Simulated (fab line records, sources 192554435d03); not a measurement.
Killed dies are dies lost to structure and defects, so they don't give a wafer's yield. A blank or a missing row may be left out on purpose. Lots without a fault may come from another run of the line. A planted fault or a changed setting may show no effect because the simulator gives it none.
Chamber matching | flow n5_finfet | N5_BEOL_M3_PRE_CLEAN_60 on cvd_co-01: 3 sister chambers
The step time 15 s. 6 wafers are shown with their chamber, then 12 later ones without.

WAFERS WITH THEIR CHAMBER
wafer  | chamber | heater_power_w (W)
L083.1 | 2       | 54
L084.1 | 0       | 132
L084.6 | 2       | 54
L088.1 | 1       | 129
L088.2 | 0       | 128
L088.5 | 1       | 122

WAFERS WITHOUT THEIR CHAMBER
wafer  | heater_power_w (W)
L089.1 | 126
L089.5 | 54
L089.6 | 122
L091.2 | 54
L091.3 | 125
L091.4 | 55
L094.2 | 124
L094.5 | 127
L094.6 | 126
L093.2 | 55
L093.4 | 133
L093.6 | 55

WHICH CHAMBER EACH WENT THROUGH
wafer  | from the rows above     | in truth
L089.1 | can't be placed: 1 or 0 | 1
L089.5 | 2                       | 2
L089.6 | can't be placed: 1 or 0 | 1
L091.2 | 2                       | 2
L091.3 | can't be placed: 1 or 0 | 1
L091.4 | 2                       | 2
L094.2 | can't be placed: 1 or 0 | 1
L094.5 | can't be placed: 1 or 0 | 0
L094.6 | can't be placed: 1 or 0 | 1
L093.2 | 2                       | 2
L093.4 | can't be placed: 0 or 1 | 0
L093.6 | 2                       | 2
Placed correctly: 5 of 12. Can't be placed from these rows: 7 (the true chamber is among the candidates in 7). Placed wrongly: 0.
How it was worked out, from the rows above alone: a wafer's distance from a chamber is the root of the sum, over the readings, of the square of ((its reading less the chamber's mean) divided by the reading's scatter). The wafer belongs to the nearest chamber; if the next one is less than 2 further off, it can't be placed. A chamber's mean is the mean of its shown wafers. The scatter: the root of (the sum of the squares of (reading less its chamber's mean) over the shown wafers, divided by (wafers less chambers)).
